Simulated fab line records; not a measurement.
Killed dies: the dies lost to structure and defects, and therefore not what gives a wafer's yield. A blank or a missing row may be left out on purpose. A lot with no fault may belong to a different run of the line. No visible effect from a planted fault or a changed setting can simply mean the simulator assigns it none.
Matching of chambers ; flow n5_finfet ; wet_bench-04 running N5_BEOL_M10_PRECLEAN_42: 7 sister chambers
The step cleans in residue remover, time 60 s. 7 wafers are shown with their chamber, then 5 later ones without.

== WAFERS PAIRED WITH THEIR CHAMBERS ==
wafer;chamber;bath_heat_duty_pct (%)
L417.5;0;4.6
L421.6;5;4.6
L423.2;3;5.0
L423.6;2;4.4
L425.3;7;4.4
L424.1;4;4.9
L424.4;1;5.5

== WAFERS MISSING THEIR CHAMBER ==
wafer;bath_heat_duty_pct (%)
L424.5;4.0
L427.3;4.9
L427.5;4.4
L431.1;3.9
L431.2;5.3

== CHAMBER TAKEN BY EACH ==
wafer;from the rows above;in truth
L424.5;can't be placed: 2 or 7 or 0 or 5 or 4 or 3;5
L427.3;can't be placed: 4 or 3 or 0 or 5 or 2 or 7 or 1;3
L427.5;can't be placed: 2 or 7 or 0 or 5 or 4 or 3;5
L431.1;can't be placed: 2 or 7 or 0 or 5 or 4 or 3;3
L431.2;can't be placed: 1 or 3 or 4 or 0 or 5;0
0 of 5 placed correctly. Can't be placed from these rows: 5 (the true chamber is among the candidates in 5). Placed wrongly: 0.
How it was worked out, from the rows above alone: a wafer's distance from a chamber is the root of the sum, over the readings, of the square of ((its reading less the chamber's mean) divided by the reading's scatter). The wafer belongs to the nearest chamber; if the next one is less than 2 further off, it can't be placed. For every chamber, the mean is computed from those of its wafers that are shown. The scatter: root of mean squared gap, hidden wafer to nearest shown wafer, with one shown wafer a chamber.
